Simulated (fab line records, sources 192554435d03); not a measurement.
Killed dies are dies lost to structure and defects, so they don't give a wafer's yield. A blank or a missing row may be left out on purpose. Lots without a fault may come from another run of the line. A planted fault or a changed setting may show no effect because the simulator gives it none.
Which tool did it? | flow n5_finfet | 24 lots, 72 wafers sampled, at 6 steps of a route of 1938

WHAT THE GAUGES READ, wafer by wafer
N5_BEOL_M10_INSPECT_58: inspects for defects (darkfield). Usual: raw_defect_count 70, standard deviation 23.
lot  | measured     | on                | raw_defect_count | flag
L075 | day 9 22:23  | defect_inspect-02 | 82 126 56        |
L074 | day 9 22:39  | defect_inspect-02 | 184 94 73        |
L076 | day 10 14:05 | defect_inspect-02 | 62 61 54         |
L077 | day 10 22:25 | defect_inspect-01 | 71 68 93         |
L078 | day 11 02:53 | defect_inspect-02 | 73 71 63         |
L080 | day 11 11:08 | defect_inspect-02 | 72 49 52         |
L079 | day 11 11:47 | defect_inspect-01 | 61 61 41         |
L082 | day 11 17:34 | defect_inspect-02 | 37 50 49         |
L081 | day 11 18:50 | defect_inspect-01 | 48 103 72        |
L083 | day 12 10:20 | defect_inspect-02 | 57 80 93         |
L084 | day 12 17:24 | defect_inspect-01 | 44 70 63         |
L086 | day 12 19:40 | defect_inspect-01 | 78 101 120       |
L085 | day 12 23:11 | defect_inspect-01 | 64 52 55         |
L087 | day 13 06:16 | defect_inspect-01 | 42 63 53         |
L088 | day 13 21:01 | defect_inspect-01 | 40 51 43         |
L090 | day 14 00:01 | defect_inspect-01 | 44 49 51         |
L089 | day 14 01:28 | defect_inspect-01 | 98 115 64        |
L091 | day 14 15:29 | defect_inspect-01 | 104 83 108       |
L092 | day 14 17:10 | defect_inspect-01 | 82 103 84        |
L093 | day 14 20:08 | defect_inspect-02 | 46 48 33         |
L094 | day 14 23:38 | defect_inspect-01 | 73 97 90         |
L095 | day 15 08:00 | defect_inspect-02 | 82 52 46         |
L096 | day 15 14:38 | defect_inspect-02 | 57 91 79         |
L097 | day 15 15:49 | defect_inspect-02 | 86 74 87         |

N5_BEOL_M11_INSPECT_30: inspects for defects (brightfield). Usual: raw_defect_count 424, standard deviation 98.
lot  | measured     | on                | raw_defect_count | flag
L075 | day 10 03:31 | defect_inspect-02 | 467 538 452      |
L074 | day 10 03:47 | defect_inspect-01 | 682 494 555      |
L076 | day 10 19:13 | defect_inspect-02 | 476 346 309      |
L077 | day 11 01:33 | defect_inspect-02 | 565 534 583      |
L078 | day 11 08:09 | defect_inspect-01 | 463 349 299      |
L080 | day 11 15:55 | defect_inspect-01 | 307 453 432      |
L079 | day 11 15:51 | defect_inspect-01 | 368 340 263      |
L082 | day 11 19:34 | defect_inspect-02 | 222 424 481      |
L081 | day 11 22:30 | defect_inspect-01 | 349 474 374      |
L083 | day 12 13:37 | defect_inspect-02 | 436 361 423      |
L084 | day 12 20:30 | defect_inspect-01 | 302 380 430      |
L086 | day 12 23:23 | defect_inspect-01 | 453 554 557      |
L085 | day 13 03:16 | defect_inspect-01 | 467 466 404      |
L087 | day 13 11:02 | defect_inspect-02 | 273 243 220      |
L088 | day 14 01:54 | defect_inspect-02 | 356 362 408      |
L090 | day 14 04:39 | defect_inspect-02 | 382 576 547      |
L089 | day 14 05:08 | defect_inspect-01 | 332 567 464      |
L091 | day 14 17:56 | defect_inspect-01 | 469 374 454      |
L092 | day 14 20:37 | defect_inspect-01 | 419 386 401      |
L093 | day 14 22:47 | defect_inspect-01 | 369 497 467      |
L094 | day 15 05:44 | defect_inspect-02 | 541 596 395      |
L095 | day 15 12:13 | defect_inspect-02 | 439 361 407      |
L096 | day 15 18:13 | defect_inspect-02 | 362 406 377      |
L097 | day 16 02:41 | defect_inspect-02 | 394 280 451      |

N5_BEOL_M11_OCD_MEAS_38. Usual: trench_depth_nm 147 nm, standard deviation 3.5.
lot  | measured     | on     | trench_depth_nm (nm) | flag
L075 | day 10 04:03 | ocd-01 | 147 145 145          |
L074 | day 10 04:19 | ocd-01 | 154 154 144          |
L076 | day 10 20:02 | ocd-02 | 148 146 147          |
L077 | day 11 02:11 | ocd-02 | 151 150 145          |
L078 | day 11 08:41 | ocd-02 | 145 151 146          |
L080 | day 11 16:58 | ocd-01 | 153 148 149          |
L079 | day 11 16:23 | ocd-01 | 150 153 147          |
L082 | day 11 20:22 | ocd-02 | 155 144 143          |
L081 | day 11 23:01 | ocd-02 | 143 149 155          |
L083 | day 12 14:08 | ocd-02 | 148 154 144          |
L084 | day 12 21:08 | ocd-02 | 145 144 145          |
L086 | day 13 00:13 | ocd-01 | 146 146 147          |
L085 | day 13 03:48 | ocd-02 | 145 146 143          |
L087 | day 13 11:55 | ocd-02 | 146 148 146          |
L088 | day 14 02:26 | ocd-01 | 148 148 147          |
L090 | day 14 05:23 | ocd-01 | 147 152 146          |
L089 | day 14 06:11 | ocd-02 | 147 144 147          |
L091 | day 14 18:28 | ocd-01 | 141 147 146          |
L092 | day 14 21:26 | ocd-02 | 146 146 145          |
L093 | day 14 23:32 | ocd-01 | 141 147 142          |
L094 | day 15 06:25 | ocd-02 | 145 144 142          |
L095 | day 15 12:45 | ocd-01 | 143 146 147          |
L096 | day 15 18:44 | ocd-02 | 152 146 151          |
L097 | day 16 03:13 | ocd-02 | 153 147 147          |

WHICH TOOL RAN EACH LOT (tool, then ch and the chambers of the sampled wafers, then the start)
lot  | N5_BEOL_M11_PECVD_70            | N5_BEOL_M11_STRIP_67               | N5_BEOL_M11_HM_OPEN_17
L075 | pecvd-01 ch 0,1, day 9 23:04    | rie_diel-04 ch 0,2,3, day 10 02:50 | rie_metal-02 ch 0,1, day 10 02:55
L074 | pecvd-02 ch 0,1, day 9 23:19    | rie_diel-03 ch 1,2,3, day 10 03:05 | rie_metal-02 ch 0,1, day 10 03:10
L076 | pecvd-02 ch 0,1,2, day 10 14:47 | rie_diel-04 ch 1,2,3, day 10 17:20 | rie_metal-02 ch 0,1, day 10 17:25
L077 | pecvd-04 ch 0,1,2, day 10 23:05 | rie_diel-03 ch 0,3, day 11 00:34   | rie_metal-03 ch 0,1, day 11 00:37
L078 | pecvd-04 ch 1,2, day 11 03:33   | rie_diel-01 ch 0,1, day 11 06:05   | rie_metal-02 ch 0,1, day 11 06:08
L080 | pecvd-02 ch 0,1, day 11 11:49   | rie_diel-03 ch 1,2,3, day 11 14:07 | rie_metal-01 ch 0,1, day 11 14:10
L079 | pecvd-01 ch 1,2, day 11 12:27   | rie_diel-03 ch 0,2, day 11 14:22   | rie_metal-01 ch 1, day 11 14:25
L082 | pecvd-04 ch 0,1,2, day 11 18:14 | rie_diel-01 ch 0,1,2, day 11 19:00 | rie_metal-02 ch 0,1, day 11 19:03
L081 | pecvd-01 ch 0,1,2, day 11 19:30 | rie_diel-04 ch 2,3, day 11 21:08   | rie_metal-01 ch 0,1, day 11 21:11
L083 | pecvd-01 ch 0,1,2, day 12 10:59 | rie_diel-03 ch 0,3, day 12 12:44   | rie_metal-02 ch 0,1, day 12 12:48
L084 | pecvd-02 ch 0,1,2, day 12 18:04 | rie_diel-03 ch 0,2, day 12 19:45   | rie_metal-03 ch 0,1, day 12 19:49
L086 | pecvd-01 ch 0,1, day 12 20:20   | rie_diel-03 ch 1,3, day 12 21:46   | rie_metal-01 ch 0,1, day 12 21:49
L085 | pecvd-02 ch 0,1,2, day 12 23:51 | rie_diel-03 ch 0,1, day 13 02:00   | rie_metal-01 ch 0,1, day 13 02:02
L087 | pecvd-04 ch 1,2, day 13 06:56   | rie_diel-03 ch 0,1,3, day 13 08:28 | rie_metal-03 ch 0,1, day 13 08:32
L088 | pecvd-02 ch 0,1,2, day 13 21:41 | rie_diel-03 ch 0,1,3, day 14 00:25 | rie_metal-02 ch 0, day 14 00:27
L090 | pecvd-04 ch 1,2, day 14 00:40   | rie_diel-04 ch 1,2,3, day 14 03:58 | rie_metal-01 ch 0,1, day 14 04:00
L089 | pecvd-04 ch 0,2, day 14 02:08   | rie_diel-04 ch 0,1, day 14 04:29   | rie_metal-03 ch 0,1, day 14 04:32
L091 | pecvd-04 ch 1,2, day 14 16:11   | rie_diel-01 ch 1,2, day 14 17:12   | rie_metal-03 ch 0,1, day 14 17:14
L092 | pecvd-04 ch 0,1, day 14 17:49   | rie_diel-03 ch 0,1,2, day 14 19:17 | rie_metal-01 ch 0,1, day 14 19:19
L093 | pecvd-04 ch 0,1, day 14 21:17   | rie_diel-04 ch 0,2, day 14 22:11   | rie_metal-02 ch 0,1, day 14 22:14
L094 | pecvd-04 ch 0,1,2, day 15 00:21 | rie_diel-04 ch 1,2,3, day 15 02:52 | rie_metal-01 ch 0,1, day 15 02:54
L095 | pecvd-01 ch 0,2, day 15 08:40   | rie_diel-03 ch 0,1, day 15 10:38   | rie_metal-03 ch 0,1, day 15 10:41
L096 | pecvd-01 ch 0,2, day 15 15:17   | rie_diel-01 ch 0,1,3, day 15 16:49 | rie_metal-01 ch 0,1, day 15 16:52
L097 | pecvd-04 ch 1,2, day 15 16:29   | rie_diel-01 ch 2,3, day 15 19:09   | rie_metal-02 ch 0, day 15 19:11
- N5_BEOL_M11_PECVD_70: deposits SiO2 from TEOS/O2, target thk 20 nm, time 22.7 s.
- N5_BEOL_M11_STRIP_67: strips in CF4.
- N5_BEOL_M11_HM_OPEN_17: chemistry Cl2/BCl3, target TiN, target depth 20 nm, overetch 6 nm.

WHAT THE TOOLS THEMSELVES READ (means of the sampled wafers that have a number; where no wafer has one, the mark that the record gives instead)
N5_BEOL_M11_PECVD_70. Usual: heater_power_w 771 W, standard deviation 98; showerhead_plenum_p_Torr 8.75 Torr, standard deviation 0.035; throttle_valve_pct 22.4 %, standard deviation 1.7.
lot  | tool     | heater_power_w (W) | showerhead_plenum_p_Torr (Torr) | throttle_valve_pct (%) | flag
L075 | pecvd-01 | 748                | 8.73                            | 23.9                   |
L074 | pecvd-02 | 685                | 8.76                            | 22.6                   |
L076 | pecvd-02 | 679                | 8.74                            | 22.0                   |
L077 | pecvd-04 | 826                | 8.75                            | 22.7                   |
L078 | pecvd-04 | 830                | 8.76                            | 22.8                   |
L080 | pecvd-02 | 704                | 8.76                            | 22.9                   |
L079 | pecvd-01 | 697                | 8.76                            | 23.6                   |
L082 | pecvd-04 | 823                | 8.75                            | 22.8                   |
L081 | pecvd-01 | 752                | 8.75                            | 21.9                   |
L083 | pecvd-01 | 804                | 8.75                            | 21.9                   |
L084 | pecvd-02 | 672                | 8.75                            | 22.0                   |
L086 | pecvd-01 | 731                | 8.72                            | 23.9                   |
L085 | pecvd-02 | 691                | 8.75                            | 22.1                   |
L087 | pecvd-04 | 953                | 8.77                            | 22.8                   |
L088 | pecvd-02 | 688                | 8.76                            | 22.1                   |
L090 | pecvd-04 | 912                | 8.78                            | 22.2                   |
L089 | pecvd-04 | 736                | 8.75                            | 22.8                   |
L091 | pecvd-04 | 941                | 8.78                            | 22.9                   |
L092 | pecvd-04 | 830                | 8.76                            | 23.3                   |
L093 | pecvd-04 | 736                | 8.73                            | 23.4                   |
L094 | pecvd-04 | 839                | 8.75                            | 22.7                   |
L095 | pecvd-01 | 812                | 8.75                            | 20.4                   |
L096 | pecvd-01 | 808                | 8.76                            | 20.4                   |
L097 | pecvd-04 | 847                | 8.77                            | 22.8                   |

N5_BEOL_M11_STRIP_67. Usual: chamber_pressure_mTorr 49.99 mTorr, standard deviation 0.044; drypump_motor_current_A 5.6 A, standard deviation 0.37; oes_product_au 0.75 a.u., standard deviation 0.081; rf_vpp_V 271.1 V, standard deviation 1.5; showerhead_plenum_p_Torr 1.79 Torr, standard deviation 0.054; throttle_valve_pct 13.74 %, standard deviation 0.22.
lot  | tool        | chamber_pressure_mTorr (mTorr) | drypump_motor_current_A (A) | oes_product_au (a.u.) | rf_vpp_V (V) | showerhead_plenum_p_Torr (Torr) | throttle_valve_pct (%) | flag
L075 | rie_diel-04 | 50.02                          | 5.5                         | 0.70                  | 270.4        | 1.77                            | 13.74                  |
L074 | rie_diel-03 | 49.98                          | 5.5                         | 0.74                  | 271.1        | 1.79                            | 13.85                  |
L076 | rie_diel-04 | 50.00                          | 5.9                         | 0.78                  | 271.5        | 1.80                            | 13.62                  |
L077 | rie_diel-03 | 49.94                          | 5.4                         | 0.73                  | 271.8        | 1.85                            | 13.88                  |
L078 | rie_diel-01 | 49.97                          | 5.5                         | 0.91                  | 271.9        | 1.83                            | 13.45                  |
L080 | rie_diel-03 | 49.99                          | 5.5                         | 0.73                  | 271.7        | 1.78                            | 13.87                  |
L079 | rie_diel-03 | 50.00                          | 5.6                         | 0.72                  | 271.8        | 1.81                            | 13.89                  |
L082 | rie_diel-01 | 50.03                          | 5.9                         | 0.83                  | 270.9        | 1.81                            | 13.51                  |
L081 | rie_diel-04 | 50.01                          | 5.8                         | 0.70                  | 271.3        | 1.82                            | 13.66                  |
L083 | rie_diel-03 | 50.01                          | 5.4                         | 0.72                  | 272.7        | 1.85                            | 13.91                  |
L084 | rie_diel-03 | 49.95                          | 5.6                         | 0.71                  | 272.1        | 1.81                            | 13.89                  |
L086 | rie_diel-03 | 50.00                          | 5.4                         | 0.72                  | 270.7        | 1.83                            | 13.89                  |
L085 | rie_diel-03 | 50.00                          | 5.7                         | 0.71                  | 271.8        | 1.80                            | 13.83                  |
L087 | rie_diel-03 | 49.99                          | 5.6                         | 0.71                  | 272.8        | 1.83                            | 13.87                  |
L088 | rie_diel-03 | 50.03                          | 5.5                         | 0.71                  | 271.4        | 1.82                            | 13.89                  |
L090 | rie_diel-04 | 50.03                          | 5.9                         | 0.85                  | 270.5        | 1.79                            | 13.49                  |
L089 | rie_diel-04 | 50.01                          | 5.6                         | 0.81                  | 269.4        | 1.73                            | 13.54                  |
L091 | rie_diel-01 | 49.96                          | 6.1                         | 0.78                  | 271.6        | 1.80                            | 13.46                  |
L092 | rie_diel-03 | 49.96                          | 5.6                         | 0.71                  | 271.9        | 1.78                            | 13.90                  |
L093 | rie_diel-04 | 49.96                          | 5.4                         | 0.68                  | 270.9        | 1.78                            | 13.57                  |
L094 | rie_diel-04 | 49.99                          | 5.9                         | 0.83                  | 271.1        | 1.79                            | 13.51                  |
L095 | rie_diel-03 | 50.00                          | 5.7                         | 0.71                  | 271.5        | 1.80                            | 13.88                  |
L096 | rie_diel-01 | 49.97                          | 5.7                         | 0.79                  | 270.6        | 1.78                            | 13.55                  |
L097 | rie_diel-01 | 49.98                          | 6.0                         | 0.70                  | 269.5        | 1.73                            | 13.77                  |

N5_BEOL_M11_HM_OPEN_17. Usual: chamber_pressure_mTorr 10.000 mTorr, standard deviation 0.011; drypump_motor_current_A 5.9 A, standard deviation 0.42; oes_product_au 0.67 a.u., standard deviation 0.031; throttle_valve_pct 22.13 %, standard deviation 0.17.
lot  | tool         | chamber_pressure_mTorr (mTorr) | drypump_motor_current_A (A) | oes_product_au (a.u.) | throttle_valve_pct (%) | flag
L075 | rie_metal-02 | 9.997                          | 6.0                         | 0.68                  | 21.97                  |
L074 | rie_metal-02 | 10.006                         | 6.0                         | 0.67                  | 21.98                  |
L076 | rie_metal-02 | 10.020                         | 6.0                         | 0.67                  | 21.98                  |
L077 | rie_metal-03 | 9.999                          | 6.3                         | 0.73                  | 22.36                  |
L078 | rie_metal-02 | 9.995                          | 6.0                         | 0.67                  | 21.98                  |
L080 | rie_metal-01 | 9.996                          | 5.8                         | 0.66                  | 22.12                  |
L079 | rie_metal-01 | 9.997                          | 5.8                         | 0.65                  | 22.14                  |
L082 | rie_metal-02 | 9.994                          | 5.6                         | 0.68                  | 22.05                  |
L081 | rie_metal-01 | 9.999                          | 5.8                         | 0.66                  | 22.11                  |
L083 | rie_metal-02 | 10.001                         | 6.0                         | 0.65                  | 22.01                  |
L084 | rie_metal-03 | 9.995                          | 6.4                         | 0.71                  | 22.21                  |
L086 | rie_metal-01 | 10.007                         | 5.8                         | 0.65                  | 22.11                  |
L085 | rie_metal-01 | 10.003                         | 5.8                         | 0.65                  | 22.11                  |
L087 | rie_metal-03 | 9.996                          | 6.3                         | 0.72                  | 22.37                  |
L088 | rie_metal-02 | 10.009                         | 6.4                         | 0.63                  | 21.93                  |
L090 | rie_metal-01 | 9.990                          | 5.8                         | 0.65                  | 22.13                  |
L089 | rie_metal-03 | 10.001                         | 6.4                         | 0.68                  | 22.23                  |
L091 | rie_metal-03 | 10.002                         | 6.3                         | 0.70                  | 22.39                  |
L092 | rie_metal-01 | 9.999                          | 5.8                         | 0.64                  | 22.15                  |
L093 | rie_metal-02 | 9.997                          | 5.6                         | 0.67                  | 22.08                  |
L094 | rie_metal-01 | 10.008                         | 5.8                         | 0.64                  | 22.12                  |
L095 | rie_metal-03 | 10.003                         | 6.2                         | 0.70                  | 22.39                  |
L096 | rie_metal-01 | 9.998                          | 5.8                         | 0.63                  | 22.16                  |
L097 | rie_metal-02 | 10.010                         | 6.4                         | 0.63                  | 21.94                  |

THE ANSWER, worked out from the rows above alone
Rule: a lot is off if the mean of its wafers that have a number lies more than 3 standard deviations from the usual mean. A lot without any number at a reading at which 4 lots or more have one is off too. The other lots that the step has rows for count as sound. The gauges are gone through in route order, then the tools' own readings, and for those a lot's mean is taken as printed above. The first step at which some lot is off is used, and at that step the reading that is off furthest; a lot without a number counts as furthest.
No lot is off at any reading shown: from this, nothing can be told.

WHAT THE SIMULATOR HAD PUT IN
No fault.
